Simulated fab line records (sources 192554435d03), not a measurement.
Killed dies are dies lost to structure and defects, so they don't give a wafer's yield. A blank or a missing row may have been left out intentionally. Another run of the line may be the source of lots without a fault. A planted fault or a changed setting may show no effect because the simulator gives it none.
Problem report in the 8D (eight disciplines) form, filled by code || flow n5 finfet || the parts of the form that need people (team, actions taken, sign-off) are left out

1. THE PROBLEM
A mean of 484.7 W is read at N5_BEOL_M10_ETCH_41 for rf fwd power W, taken on 1 wafer of 1 lot, against 392.6 W (standard deviation 1.5) on wafers free of any fault. That is +61 standard deviations from the usual mean.
The step: etches SiCN in CH3F/O2, target depth 42.6 nm, time 86 s.
First seen on wafer L783.1, day 13 02:46, on rie diel-06. At this step, 15 wafers from 5 lots have a number in the record. Rule for "out" (also "out of limits"): further than 4 standard deviations from the usual mean. All remaining wafers that have a number are taken as sound.

2. WHAT IT IS, WHAT IT ISN'T
{"question": "which readings at this step", "is": "rf fwd power W, rf vpp V", "is not": "bias w, drypump motor current A, oes product au, showerhead plenum p Torr, throttle valve pct"}
{"question": "which lots", "is": "L783", "is not": "L771, L790, L793, L794"}
{"question": "which wafers of those lots", "is": "L783.1", "is not": "L783.3, L783.6"}
{"question": "read on which tools", "is": "rie diel-06", "is not": "rie diel-02, rie diel-05"}
{"question": "when", "is": "from day 13 02:46", "is not": "up to then (5 sound wafers); but 9 sound wafers of L790, L793, L794 came after"}

3. WHAT RULES OUT EACH SUSPECT
Counting: any tool at a process step up to the reading remains a suspect provided it ran every lot that is out. Sound lots after the first of them don't rule it out here, since some wafers of a struck lot are sound.
- rie diel-06 at N5_BEOL_M10_ETCH_66 (etches SOC in N2/H2, target depth 120 nm, overetch 24 nm, time 180 s): kept. It ran the lot that is out, L783 (day 13 02:31).
- rie diel-06 at N5_BEOL_M10_VIA_ETCH_34 (etches SiCOH lowk in C4F6/O2, target depth 184.5 nm, time 69.2 s): kept. It ran the lot that is out, L783 (day 13 02:38).
- rie diel-06 at N5_BEOL_M10_STRIP_36 (strips in N2/H2): kept. It ran the lot that is out, L783 (day 13 02:41).
- rie diel-06 at N5_BEOL_M10_TRENCH_ETCH_37 (etches SiCOH lowk in C4F6/O2, target depth 148.83 nm, time 48 s): kept. It ran the lot that is out, L783 (day 13 02:46). N5_BEOL_M10_TRENCH_ETCH_37: start missing for some lots; hours and lot order therefore follow N5_BEOL_M10_ETCH_41.
- rie diel-06 at N5_BEOL_M10_ETCH_41 (etches SiCN in CH3F/O2, target depth 42.6 nm, time 86 s): kept. It ran the lot that is out, L783 (day 13 02:46). On those wafers its own readings are out: rf fwd power W, rf vpp V.
- At N5_BEOL_M10_ETCH_66, inside rie diel-06: chamber 0 took the wafers that are out, while their sound lot-mates went through chambers 1, 3.
- At N5_BEOL_M10_VIA_ETCH_34, inside rie diel-06: chamber 0 took the wafers that are out, while their sound lot-mates went through chambers 1, 3.
- At N5_BEOL_M10_STRIP_36, inside rie diel-06: chamber 0 took the wafers that are out, while their sound lot-mates went through chambers 1, 3.
- At N5_BEOL_M10_TRENCH_ETCH_37, inside rie diel-06: chamber 0 took the wafers that are out, while their sound lot-mates went through chambers 1, 3.
- At N5_BEOL_M10_ETCH_41, inside rie diel-06: chamber 0 took the wafers that are out, while their sound lot-mates went through chambers 1, 3.
Left after counting: rie diel-06 at N5_BEOL_M10_ETCH_66, rie diel-06 at N5_BEOL_M10_VIA_ETCH_34, rie diel-06 at N5_BEOL_M10_STRIP_36, rie diel-06 at N5_BEOL_M10_TRENCH_ETCH_37, rie diel-06 at N5_BEOL_M10_ETCH_41.

4. THE CAUSE (what the simulator had put in)
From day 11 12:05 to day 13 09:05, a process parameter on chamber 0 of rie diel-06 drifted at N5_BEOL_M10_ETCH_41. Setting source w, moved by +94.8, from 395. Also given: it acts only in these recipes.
After counting, 5 suspects remain, this tool included.

5. SEQUENCE OF EFFECTS, ordered by route
One row per reading whose mean, taken over the struck wafers that have a number, lies over 3 standard deviations from the usual. Scope: only readings with a usual standard deviation given in the record; hours: median across lots of the time from each lot's start at the first step in this table that gives one to its start at this step; sigmas: change in usual standard deviations.
{"hours": 0, "step": "N5_BEOL_M10_ETCH_41", "reading": "rf fwd power W", "usual": "392.6 W", "on struck wafers": 484.7, "change": "+92.1", "sigmas": "+61"}
{"hours": 0, "step": "N5_BEOL_M10_ETCH_41", "reading": "rf vpp V", "usual": "297.4 V", "on struck wafers": 277.4, "change": -20.0, "sigmas": -12}
The process steps in it:
- N5_BEOL_M10_ETCH_41: etches SiCN in CH3F/O2, target depth 42.6 nm, time 86 s.

6. HOW IT WOULD HAVE BEEN CAUGHT EARLIER
The fault began at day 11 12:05; the first out-of-limits reading in this record came at day 13 02:46, 39 hours later.
